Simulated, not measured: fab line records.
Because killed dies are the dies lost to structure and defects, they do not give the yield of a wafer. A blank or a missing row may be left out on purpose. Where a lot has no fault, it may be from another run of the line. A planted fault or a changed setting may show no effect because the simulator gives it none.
Chamber matching | flow n5-finfet | N5_BEOL_M1_STRIP_36 on rie-diel-01: 4 sister chambers
The step strips in N2/H2. 18 wafers are shown with their chamber, then 9 later ones without.

WAFERS WITH THEIR CHAMBER
wafer  | chamber | throttle-valve-pct (%) | drypump-motor-current-A (A) | showerhead-plenum-p-Torr (Torr)
L079.2 | 1       | 24.31                  | 5.96                        | 2.63
L079.4 | 0       | 24.00                  | 6.11                        | 2.61
L079.6 | 3       | 23.39                  | 5.78                        | 2.63
L082.1 | 1       | 24.34                  | 5.93                        | 2.63
L082.2 | 3       | 23.39                  | 5.76                        | 2.63
L082.3 | 0       | 23.98                  | 6.12                        | 2.61
L080.4 | 2       | 23.51                  | 5.25                        | 2.51
L080.5 | 0       | 24.00                  | 6.06                        | 2.61
L080.6 | 3       | 23.36                  | 5.73                        | 2.63
L088.2 | 1       | 24.33                  | 5.96                        | 2.62
L088.3 | 3       | 23.37                  | 5.75                        | 2.62
L088.6 | 3       | 23.39                  | 5.74                        | 2.62
L090.1 | 0       | 24.02                  | 6.12                        | 2.60
L090.2 | 3       | 23.38                  | 5.74                        | 2.62
L090.3 | 1       | 24.31                  | 5.95                        | 2.62
L091.1 | 0       | 24.03                  | 6.08                        | 2.60
L091.2 | 2       | 23.55                  | 5.27                        | 2.50
L091.6 | 0       | 24.03                  | 6.07                        | 2.60

SIGNATURES (averages over the wafers above)
reading                  | chamber 0 | chamber 1 | chamber 2 | chamber 3 | scatter within a chamber
throttle-valve-pct       | 24.0100   | 24.3225   | 23.5300   | 23.3800   | 0.0175
drypump-motor-current-A  | 6.0933    | 5.9500    | 5.2600    | 5.7500    | 0.0206
showerhead-plenum-p-Torr | 2.6050    | 2.6250    | 2.5050    | 2.6250    | 0.00567
Rule: a wafer's distance from a chamber is the root of the sum, over the readings, of the square of ((its reading less the chamber's mean) divided by the reading's scatter). If the next closest chamber is less than 2 further off than the closest, the wafer can't be placed; otherwise it belongs to the closest. The scatter is the square root of a quotient: the sum, over the shown wafers, of each reading's squared deviation from its chamber's mean, divided by wafers minus chambers.

WAFERS MISSING THEIR CHAMBER
wafer  | throttle-valve-pct (%) | drypump-motor-current-A (A) | showerhead-plenum-p-Torr (Torr)
L093.1 | 23.42                  | 5.76                        | 2.62
L093.5 | 24.37                  | 5.94                        | 2.62
L093.6 | 24.02                  | 6.09                        | 2.60
L095.2 | 24.04                  | 6.09                        | 2.60
L095.3 | 24.00                  | 5.96                        | 2.62
L095.6 | 24.04                  | 5.97                        | 2.61
L096.1 | 24.03                  | 6.09                        | 2.60
L096.4 | 24.08                  | 6.10                        | 2.60
L096.6 | 24.00                  | 5.97                        | 2.61

WHICH CHAMBER EACH WENT THROUGH
wafer  | from the rows above | in truth
L093.1 | 3                   | 3
L093.5 | 1                   | 1
L093.6 | 0                   | 0
L095.2 | 0                   | 0
L095.3 | 0                   | 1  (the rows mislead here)
L095.6 | 0                   | 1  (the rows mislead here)
L096.1 | 0                   | 0
L096.4 | 0                   | 0
L096.6 | 0                   | 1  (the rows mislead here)
Correct placement for 6 of the 9. Can't be placed from these rows: 0. Placed wrongly: 3.
